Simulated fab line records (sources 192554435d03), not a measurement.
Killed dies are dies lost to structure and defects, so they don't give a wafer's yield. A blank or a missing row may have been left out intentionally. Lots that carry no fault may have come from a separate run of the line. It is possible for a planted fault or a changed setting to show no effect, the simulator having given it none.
Which tool did it? | flow n5 finfet | 24 lots, 72 wafers sampled, at 3 steps of a route of 1938

== WHAT THE GAUGES SHOWED, per wafer ==
N5_ZERO_LAYER_INSPECT_20: inspects for defects (darkfield). Usual: raw defect count at 35, with a standard deviation of 18.
lot  | measured    | on                | raw defect count | flag
L074 | day 1 13:21 | defect inspect-02 | 18 30 21         |
L075 | day 1 19:15 | defect inspect-02 | 14 13 22         |
L076 | day 2 01:16 | defect inspect-02 | 28 25 49         |
L077 | day 2 07:17 | defect inspect-01 | 12 11 13         |
L078 | day 2 13:15 | defect inspect-02 | 41 36 33         |
L079 | day 2 19:23 | defect inspect-02 | 37 29 33         |
L080 | day 3 01:23 | defect inspect-01 | 38 76 79         |
L081 | day 3 07:38 | defect inspect-02 | 13 28 11         |
L082 | day 3 13:46 | defect inspect-01 | 22 58 46         |
L083 | day 3 19:15 | defect inspect-02 | 27 12 42         |
L084 | day 4 01:34 | defect inspect-01 | 28 16 46         |
L085 | day 4 07:16 | defect inspect-02 | 36 29 42         |
L086 | day 4 13:18 | defect inspect-01 | 29 31 67         |
L087 | day 4 19:16 | defect inspect-02 | 26 32 23         |
L088 | day 5 01:24 | defect inspect-02 | 22 30 57         |
L089 | day 5 07:24 | defect inspect-01 | 32 19 28         |
L090 | day 5 13:17 | defect inspect-01 | 67 21 38         |
L091 | day 5 19:17 | defect inspect-02 | 86 62 114        |
L092 | day 6 01:23 | defect inspect-01 | 30 25 27         |
L093 | day 6 07:32 | defect inspect-01 | 36 28 27         |
L094 | day 6 13:15 | defect inspect-01 | 6 20 28          |
L095 | day 6 19:15 | defect inspect-01 | 18 30 36         |
L096 | day 7 01:15 | defect inspect-01 | 25 35 49         |
L097 | day 7 11:37 | defect inspect-01 | 77 69 62         |

N5_PMOS_HMC_CHANNEL_EPI_OVL_MEAS_10. Usual: PMOS_HMC_BLK_OVL 0.1 nm, standard deviation 0.71.
lot  | measured    | on         | PMOS_HMC_BLK_OVL (nm) | flag
L074 | day 1 17:11 | overlay-02 | -0.7 0.1 0.2          |
L075 | day 1 23:39 | overlay-02 | -1.0 -0.1 -1.1        |
L076 | day 2 05:21 | overlay-01 | -0.2 0.3 0.5          |
L077 | day 2 11:06 | overlay-01 | 0.3 -1.6 0.3          |
L078 | day 2 17:26 | overlay-01 | 0.6 -0.7 0.1          |
L079 | day 2 23:24 | overlay-02 | 0.0 0.0 0.0           |
L080 | day 3 05:29 | overlay-01 | 0.2 0.7 0.5           |
L081 | day 3 11:50 | overlay-02 | 1.8 -0.2 1.4          |
L082 | day 3 17:30 | overlay-02 | 0.2 1.1 0.1           |
L083 | day 3 23:50 | overlay-01 | -1.0 -0.6 -0.2        |
L084 | day 4 05:20 | overlay-01 | -0.5 -1.4 -1.3        |
L085 | day 4 11:00 | overlay-01 | 0.4 1.2 1.2           |
L086 | day 4 17:59 | overlay-01 | 0.7 1.0 0.1           |
L087 | day 4 23:30 | overlay-02 | 0.8 1.0 0.1           |
L088 | day 5 05:37 | overlay-02 | 0.4 0.8 -0.1          |
L089 | day 5 12:05 | overlay-01 | 1.3 1.1 0.7           |
L090 | day 5 17:25 | overlay-01 | 0.3 -0.1 -0.3         |
L091 | day 5 23:31 | overlay-02 | 0.2 1.3 0.3           |
L092 | day 6 05:31 | overlay-02 | 1.5 1.6 0.6           |
L093 | day 6 11:18 | overlay-01 | -0.5 -0.2 -1.2        |
L094 | day 6 17:16 | overlay-02 | 0.4 1.3 -0.2          |
L095 | day 6 23:46 | overlay-02 | 0.7 1.6 0.2           |
L096 | day 7 06:12 | overlay-01 | -0.9 0.2 1.1          |
L097 | day 7 15:32 | overlay-02 | 0.9 0.0 0.7           |

== EACH LOT AND THE TOOL THAT RAN IT (in order: tool; ch and the chambers of the sampled wafers; start) ==
lot  | N5_PMOS_HMC_CHANNEL_EPI_HM_DEP_34
L074 | pecvd-02 ch 0,1, day 1 16:52
L075 | pecvd-04 ch 0,1, day 1 23:13
L076 | pecvd-03 ch 0,1,2, day 2 04:55
L077 | pecvd-02 ch 0,1, day 2 10:40
L078 | pecvd-03 ch 0,2, day 2 17:00
L079 | pecvd-04 ch 0,1,2, day 2 22:58
L080 | pecvd-04 ch 0, day 3 05:02
L081 | pecvd-02 ch 0,1,2, day 3 11:24
L082 | pecvd-04 ch 0,1, day 3 17:11
L083 | pecvd-03 ch 0,2, day 3 23:25
L084 | pecvd-04 ch 0,1, day 4 04:54
L085 | pecvd-04 ch 0,2, day 4 10:34
L086 | pecvd-03 ch 0,1,2, day 4 17:34
L087 | pecvd-03 ch 0,1,2, day 4 23:05
L088 | pecvd-04 ch 0,1,2, day 5 05:11
L089 | pecvd-04 ch 1,2, day 5 11:40
L090 | pecvd-03 ch 1,2, day 5 16:58
L091 | pecvd-03 ch 1,2, day 5 23:04
L092 | pecvd-04 ch 1,2, day 6 05:13
L093 | pecvd-03 ch 0,1,2, day 6 10:52
L094 | pecvd-03 ch 1,2, day 6 16:49
L095 | pecvd-03 ch 0,2, day 6 23:19
L096 | pecvd-03 ch 0,1,2, day 7 05:53
L097 | pecvd-04 ch 0,1, day 7 15:05
- N5_PMOS_HMC_CHANNEL_EPI_HM_DEP_34: deposits SiO2 from TEOS/O2, target thk 36 nm, time 6.9 s.

== AS READ BY THE TOOLS THEMSELVES (means over the sampled wafers that have a number; for cases with no such wafer, the mark the record gives instead) ==
N5_PMOS_HMC_CHANNEL_EPI_HM_DEP_34. Usual: heater power w 530 W, standard deviation 62; showerhead plenum p Torr 8.33 Torr, standard deviation 0.03; throttle valve pct 18.7 %, standard deviation 0.68.
lot  | tool     | heater power w (W) | showerhead plenum p Torr (Torr) | throttle valve pct (%) | flag
L074 | pecvd-02 | 594                | 8.37                            | 18.1                   |
L075 | pecvd-04 | 494                | 8.36                            | 18.2                   |
L076 | pecvd-03 | 469                | 8.32                            | 18.9                   |
L077 | pecvd-02 | 477                | 8.35                            | 18.2                   |
L078 | pecvd-03 | 526                | 8.32                            | 19.4                   |
L079 | pecvd-04 | 578                | 8.35                            | 18.5                   |
L080 | pecvd-04 | 541                | 8.36                            | 19.1                   |
L081 | pecvd-02 | 557                | 8.37                            | 18.1                   |
L082 | pecvd-04 | 511                | 8.37                            | 18.7                   |
L083 | pecvd-03 | 539                | 8.32                            | 19.0                   |
L084 | pecvd-04 | 541                | 8.37                            | 18.7                   |
L085 | pecvd-04 | 539                | 8.36                            | 19.0                   |
L086 | pecvd-03 | 489                | 8.32                            | 18.8                   |
L087 | pecvd-03 | 561                | 8.32                            | 18.9                   |
L088 | pecvd-04 | 544                | 8.36                            | 18.7                   |
L089 | pecvd-04 | 570                | 8.34                            | 18.3                   |
L090 | pecvd-03 | 531                | 8.31                            | 19.4                   |
L091 | pecvd-03 | 553                | 8.30                            | 18.5                   |
L092 | pecvd-04 | 488                | 8.33                            | 18.2                   |
L093 | pecvd-03 | 479                | 8.32                            | 19.0                   |
L094 | pecvd-03 | 509                | 8.30                            | 19.3                   |
L095 | pecvd-03 | 520                | 8.30                            | 19.4                   |
L096 | pecvd-03 | 505                | 8.32                            | 18.9                   |
L097 | pecvd-04 | 566                | 8.36                            | 18.4                   |

== THE ANSWER, worked out from the rows above alone ==
Rule: take the mean of a lot's wafers that have a number; if it is more than 3 standard deviations from the usual mean, the lot is off. A lot without any number at a reading at which 4 lots or more have one is off too. All remaining lots with rows at the step are treated as sound. The gauges are gone through in route order, then the tools' own readings, and for those a lot's mean is taken as printed above. The first step at which some lot is off is used, and at that step the reading that is off furthest; a lot without a number counts as furthest.
Nothing can be told from this: no lot is off at any reading shown.

== WHAT THE SIMULATOR PUT IN ==
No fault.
